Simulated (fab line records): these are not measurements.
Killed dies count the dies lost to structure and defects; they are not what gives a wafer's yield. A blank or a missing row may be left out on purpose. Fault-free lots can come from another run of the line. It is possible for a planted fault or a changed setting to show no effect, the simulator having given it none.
Chamber matching -- flow n5_finfet -- N5_ZERO_LAYER_ETCH_17 on rie_diel-06 has 4 sister chambers
The step etches SiO2 in CF4, target depth 12 nm, time 13.3 s. 24 wafers are shown with their chamber, then 12 later ones without.

== WAFERS WITH THEIR CHAMBER ==
wafer,chamber,showerhead_plenum_p_Torr (Torr),drypump_motor_current_A (A),rf_vpp_V (V)
L074.1,2,2.07,6.7,944
L074.2,0,2.21,6.5,953
L074.6,2,2.07,6.7,944
L077.2,0,2.21,6.5,951
L077.3,3,2.24,5.6,954
L077.5,2,2.07,6.7,943
L079.1,3,2.24,5.6,955
L079.3,1,2.07,5.8,945
L079.4,0,2.21,6.4,952
L080.3,3,2.24,5.6,955
L080.4,1,2.07,5.8,946
L080.5,0,2.21,6.4,951
L081.4,2,2.06,6.7,943
L081.5,3,2.24,5.6,954
L081.6,1,2.07,5.8,943
L083.1,2,2.06,6.7,943
L083.4,3,2.24,5.6,955
L083.5,1,2.07,5.8,944
L084.4,0,2.20,6.4,954
L084.5,1,2.07,5.8,945
L084.6,2,2.06,6.7,944
L086.2,2,2.06,6.7,943
L086.3,0,2.20,6.4,951
L086.4,1,2.06,5.7,944

SIGNATURES, as means of the wafers listed above
reading,chamber 0,chamber 1,chamber 2,chamber 3,scatter within a chamber
showerhead_plenum_p_Torr,2.2067,2.0683,2.0643,2.2400,0.00441
drypump_motor_current_A,6.433,5.783,6.700,5.600,0.0329
rf_vpp_V,952.00,944.50,943.43,954.60,0.906
Rule: for each reading, subtract the chamber's mean from the wafer's reading, divide by that reading's scatter and square the result; add these up over the readings and take the root, which gives the wafer's distance from the chamber. If the next closest chamber is less than 2 further off than the closest, the wafer can't be placed; otherwise it belongs to the closest. The scatter: the root of (the sum of the squares of (reading less its chamber's mean) over the shown wafers, divided by (wafers less chambers)).

== WAFERS WITHOUT THEIR CHAMBER ==
wafer,showerhead_plenum_p_Torr (Torr),drypump_motor_current_A (A),rf_vpp_V (V)
L087.2,2.06,6.7,942
L087.3,2.20,6.5,952
L087.4,2.24,5.5,954
L090.1,2.06,6.7,942
L090.2,2.20,6.4,951
L090.4,2.06,5.8,943
L095.3,2.05,6.7,942
L095.4,2.20,6.4,952
L095.5,2.05,6.7,942
L096.2,2.23,5.6,953
L096.3,2.05,6.7,942
L096.5,2.23,5.6,954

== THE CHAMBER EACH PASSED THROUGH ==
wafer,from the rows above,in truth
L087.2,2,2
L087.3,0,0
L087.4,3,3
L090.1,2,2
L090.2,0,0
L090.4,1,1
L095.3,2,2
L095.4,0,0
L095.5,2,2
L096.2,3,3
L096.3,2,2
L096.5,3,3
12 of 12 placed correctly. Can't be placed from these rows: 0. 0 placed wrongly.
